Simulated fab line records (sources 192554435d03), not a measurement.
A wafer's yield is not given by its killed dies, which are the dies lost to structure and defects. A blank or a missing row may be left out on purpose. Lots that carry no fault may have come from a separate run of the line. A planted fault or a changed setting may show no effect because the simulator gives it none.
What tool caused it?    flow n5_finfet    69 wafers from 23 lots sampled at 4 of the route's 1938 steps

## WHAT EACH GAUGE READ, for each wafer
N5_BEOL_M14_RS_MEAS_54: measures by four-point-probe.
lot   measured      on             M14_RS (ohm/sq)
L074  day 11 05:43  film_metro-02  0.0332 0.0345 0.0330
L075  day 11 15:04  film_metro-01  0.0333 0.0337 0.0335
L076  day 12 11:06  film_metro-01  0.0331 0.0339 0.0335
L078  day 12 12:11  film_metro-02  0.0338 0.0330 0.0329
L077  day 12 13:01  film_metro-01  0.0340 0.0336 0.0337
L079  day 13 01:54  film_metro-01  0.0332 0.0337 0.0335
L080  day 13 05:14  film_metro-02  0.0332 0.0335 0.0333
L082  day 13 07:41  film_metro-01  0.0330 0.0344 0.0328
L081  day 13 07:53  film_metro-01  0.0331 0.0335 0.0337
L083  day 13 17:33  film_metro-02  0.0324 0.0324 0.0340
L086  day 14 09:31  film_metro-02  0.0339 0.0351 0.0340
L085  day 14 14:59  film_metro-01  0.0338 0.0331 0.0335
L084  day 14 15:45  film_metro-02  0.0333 0.0333 0.0336
L087  day 14 15:40  film_metro-02  0.0323 0.0338 0.0333
L088  day 14 20:20  film_metro-02  0.0334 0.0334 0.0328
L090  day 16 00:04  film_metro-02  0.0348 0.0345 0.0346
L089  day 16 03:42  film_metro-02  0.0336 0.0327 0.0327
L092  day 16 05:16  film_metro-02  0.0328 0.0325 0.0341
L091  day 16 05:42  film_metro-01  0.0338 0.0326 0.0334
L094  day 16 13:52  film_metro-01  0.0338 0.0325 0.0336
L095  day 16 18:10  film_metro-01  0.0343 0.0328 0.0337
L096  day 16 21:20  film_metro-01  0.0337 0.0343 0.0335
L097  day 17 03:49  film_metro-02  0.0337 0.0334 0.0328

## EACH LOT AND THE TOOL THAT RAN IT (in order: tool; ch and the chambers of the sampled wafers; start)
lot   N5_BEOL_M14_ETCH_67                 N5_BEOL_M14_STRIP_37                N5_BEOL_M14_SPUTTER_44
L074  rie_diel-01 ch 0,2,3, day 11 03:20  rie_diel-01 ch 1,2,3, day 11 04:01  pvd_sputter-03, day 11 04:36
L075  rie_diel-06 ch 0,1, day 11 10:52    rie_diel-06 ch 1,3, day 11 13:14    pvd_sputter-03, day 11 13:57
L076  rie_diel-06 ch 0,2,3, day 12 07:52  rie_diel-05 ch 0,1, day 12 08:29    pvd_sputter-02, day 12 08:55
L078  rie_diel-06 ch 0,2,3, day 12 08:31  rie_diel-06 ch 0,2,3, day 12 10:20  pvd_sputter-03, day 12 11:02
L077  rie_diel-06 ch 0,2, day 12 09:13    rie_diel-05 ch 0,3, day 12 10:37    pvd_sputter-02, day 12 11:17
L079  rie_diel-06 ch 0,3, day 12 21:11    rie_diel-05 ch 0,2,3, day 13 00:11  pvd_sputter-02, day 13 00:48
L080  rie_diel-06 ch 0,1,3, day 13 00:43  rie_diel-06 ch 0,2,3, day 13 03:28  pvd_sputter-01, day 13 04:07
L082  rie_diel-01 ch 0,1,3, day 13 03:40  rie_diel-05 ch 1,2, day 13 05:55    pvd_sputter-03, day 13 06:35
L081  rie_diel-06 ch 0,1,2, day 13 04:01  rie_diel-06 ch 0,2,3, day 13 05:57  pvd_sputter-01, day 13 06:38
L083  rie_diel-05 ch 0,1,2, day 13 14:20  rie_diel-06 ch 0,1,3, day 13 15:34  pvd_sputter-03, day 13 16:27
L086  rie_diel-01 ch 0,2, day 14 06:39    rie_diel-05 ch 0,2,3, day 14 07:29  pvd_sputter-03, day 14 08:24
L085  rie_diel-06 ch 0,1,3, day 14 10:37  rie_diel-01 ch 0,1,2, day 14 13:07  pvd_sputter-03, day 14 13:53
L084  rie_diel-01 ch 1,2, day 14 11:19    rie_diel-05 ch 1,2,3, day 14 13:46  pvd_sputter-02, day 14 14:35
L087  rie_diel-05 ch 1,2,3, day 14 12:49  rie_diel-06 ch 0,1,3, day 14 13:46  pvd_sputter-03, day 14 14:34
L088  rie_diel-06 ch 0,1,2, day 14 17:47  rie_diel-05 ch 0,3, day 14 18:23    pvd_sputter-02, day 14 19:04
L090  rie_diel-06 ch 1,2, day 15 19:50    rie_diel-05 ch 1,2,3, day 15 22:18  pvd_sputter-02, day 15 22:58
L089  rie_diel-05 ch 0,2,3, day 15 20:14  rie_diel-05 ch 1,2,3, day 16 01:44  pvd_sputter-03, day 16 02:15
L092  rie_diel-05 ch 0,1,2, day 16 00:23  rie_diel-01 ch 0,3, day 16 02:38    pvd_sputter-02, day 16 03:15
L091  rie_diel-05 ch 0,1,3, day 16 01:56  rie_diel-06 ch 0,1,3, day 16 02:53  pvd_sputter-03, day 16 03:41
L094  rie_diel-05 ch 0,1,3, day 16 07:16  rie_diel-01 ch 1,2, day 16 11:53    pvd_sputter-03, day 16 12:31
L095  rie_diel-05 ch 1,2,3, day 16 15:47  rie_diel-05 ch 0,1,2, day 16 16:35  pvd_sputter-02, day 16 17:02
L096  rie_diel-06 ch 0,1, day 16 19:02    rie_diel-05 ch 2,3, day 16 19:48    pvd_sputter-03, day 16 20:13
L097  rie_diel-06 ch 0,1,2, day 17 01:14  rie_diel-06 ch 2,3, day 17 02:02    pvd_sputter-03, day 17 02:42
- N5_BEOL_M14_ETCH_67: etches SiARC in CF4, target depth 143 nm, time 238.3 s.
- N5_BEOL_M14_STRIP_37: strips in O2.
- N5_BEOL_M14_SPUTTER_44: material Ta, target thk 15 nm, time 24.19 s.

## WHAT THE TOOLS THEMSELVES READ (means of the sampled wafers that have a number; where no wafer has one, the mark that the record gives instead)
N5_BEOL_M14_ETCH_67.
lot   tool         drypump_motor_current_A (A)  etch_rf_on_time_s (s)  oes_product_au (a.u.)  rf_fwd_power_W (W)  rf_vpp_V (V)  showerhead_plenum_p_Torr (Torr)  throttle_valve_pct (%)
L074  rie_diel-01  5.5                          239                    0.63                   543.4               183.7         2.16                             15.84
L075  rie_diel-06  5.0                          240                    0.67                   542.8               183.2         2.11                             15.62
L076  rie_diel-06  5.8                          240                    0.71                   544.9               183.6         2.14                             15.67
L078  rie_diel-06  5.8                          239                    0.71                   543.7               182.9         2.14                             15.66
L077  rie_diel-06  6.0                          243                    0.78                   542.2               184.2         2.16                             15.51
L079  rie_diel-06  5.5                          239                    0.63                   541.9               184.0         2.11                             15.85
L080  rie_diel-06  5.3                          238                    0.63                   542.5               183.7         2.11                             15.74
L082  rie_diel-01  5.4                          240                    0.67                   542.9               183.6         2.12                             15.77
L081  rie_diel-06  5.5                          243                    0.70                   543.4               183.9         2.14                             15.58
L083  rie_diel-05  5.8                          237                    0.76                   542.1               185.5         2.17                             15.53
L086  rie_diel-01  5.8                          242                    0.62                   543.0               183.8         2.15                             15.79
L085  rie_diel-06  5.3                          237                    0.63                   542.8               184.0         2.11                             15.77
L084  rie_diel-01  5.9                          240                    0.69                   543.0               183.8         2.12                             15.64
L087  rie_diel-05  5.5                          237                    0.71                   543.0               184.7         2.22                             15.61
L088  rie_diel-06  5.5                          239                    0.69                   542.5               183.5         2.13                             15.60
L090  rie_diel-06  6.1                          244                    0.70                   542.6               184.6         2.16                             15.54
L089  rie_diel-05  5.8                          236                    0.74                   543.6               184.5         2.17                             15.41
L092  rie_diel-05  5.8                          239                    0.72                   543.7               183.5         2.17                             15.56
L091  rie_diel-05  6.0                          240                    0.68                   544.2               184.1         2.18                             15.51
L094  rie_diel-05  6.0                          240                    0.68                   544.7               184.4         2.18                             15.51
L095  rie_diel-05  5.5                          240                    0.68                   542.4               185.5         2.21                             15.64
L096  rie_diel-06  5.0                          239                    0.64                   542.3               184.0         2.09                             15.72
L097  rie_diel-06  5.6                          239                    0.66                   543.7               183.4         2.12                             15.64

N5_BEOL_M14_STRIP_37.
lot   tool         drypump_motor_current_A (A)  oes_product_au (a.u.)  rf_vpp_V (V)  showerhead_plenum_p_Torr (Torr)  throttle_valve_pct (%)
L074  rie_diel-01  5.7                          0.77                   3.1           2.13                             16.90
L075  rie_diel-06  5.6                          0.72                   3.8           2.09                             16.86
L076  rie_diel-05  6.3                          0.89                   3.5           2.09                             16.43
L078  rie_diel-06  5.8                          0.83                   3.6           2.10                             16.78
L077  rie_diel-05  6.0                          0.86                   2.8           2.14                             16.31
L079  rie_diel-05  5.8                          0.93                   3.1           2.13                             16.41
L080  rie_diel-06  5.8                          0.81                   4.7           2.10                             16.80
L082  rie_diel-05  5.5                          0.84                   2.7           2.17                             16.75
L081  rie_diel-06  5.8                          0.81                   2.7           2.10                             16.79
L083  rie_diel-06  5.3                          0.74                   3.9           2.07                             16.84
L086  rie_diel-05  5.8                          0.89                   3.3           2.12                             16.40
L085  rie_diel-01  5.7                          0.77                   3.9           2.08                             16.80
L084  rie_diel-05  5.5                          0.83                   4.1           2.16                             16.61
L087  rie_diel-06  5.2                          0.73                   3.9           2.07                             16.86
L088  rie_diel-05  6.0                          0.83                   3.4           2.13                             16.35
L090  rie_diel-05  5.6                          0.82                   3.0           2.16                             16.64
L089  rie_diel-05  5.5                          0.81                   4.6           2.16                             16.64
L092  rie_diel-01  5.1                          0.81                   3.1           2.06                             16.78
L091  rie_diel-06  5.3                          0.72                   4.4           2.06                             16.87
L094  rie_diel-01  6.0                          0.92                   4.0           2.12                             16.59
L095  rie_diel-05  5.8                          0.84                   3.3           2.11                             16.62
L096  rie_diel-05  5.3                          0.87                   3.7           2.15                             16.58
L097  rie_diel-06  6.1                          0.75                   2.9           2.10                             16.93

N5_BEOL_M14_SPUTTER_44.
lot   tool            susceptor_temp_C (C)  throttle_valve_pct (%)
L074  pvd_sputter-03  49.89                 29.2
L075  pvd_sputter-03  49.99                 29.3
L076  pvd_sputter-02  50.00                 31.0
L078  pvd_sputter-03  49.95                 29.4
L077  pvd_sputter-02  49.96                 30.8
L079  pvd_sputter-02  50.00                 31.0
L080  pvd_sputter-01  49.93                 29.6
L082  pvd_sputter-03  50.06                 28.6
L081  pvd_sputter-01  50.13                 29.2
L083  pvd_sputter-03  50.09                 29.2
L086  pvd_sputter-03  49.97                 29.3
L085  pvd_sputter-03  49.95                 28.5
L084  pvd_sputter-02  50.09                 30.9
L087  pvd_sputter-03  50.08                 29.2
L088  pvd_sputter-02  50.10                 30.9
L090  pvd_sputter-02  49.99                 30.8
L089  pvd_sputter-03  50.14                 29.2
L092  pvd_sputter-02  50.08                 30.9
L091  pvd_sputter-03  49.97                 29.4
L094  pvd_sputter-03  50.00                 29.2
L095  pvd_sputter-02  49.95                 30.9
L096  pvd_sputter-03  50.05                 28.4
L097  pvd_sputter-03  50.09                 29.3

## THE ANSWER, worked out from the rows above alone
Rule: the lots themselves supply what counts as usual. The widest of any qualifying gaps counts: lots, ordered by their means at a reading, are off when they make up no more than a third of the lots, leave a main group of 4 or more, and stand apart from it by 3 or more times the standard deviation of that group's means. A main group is skipped when, at the precision printed for the reading in the tables above, its means are all equal. A lot without any number at a reading at which 4 lots or more have one is off too. Where the step has rows for the other lots, those lots are counted as sound. The gauges are gone through in route order, then the tools' own readings, and for those a lot's mean is taken as printed above. At the first step where some lot is off, the reading lying furthest off is the one used; lots without a number count as furthest.
No lot is off on any of the readings shown, so nothing can be concluded from this.

## WHAT THE SIMULATOR PUT IN
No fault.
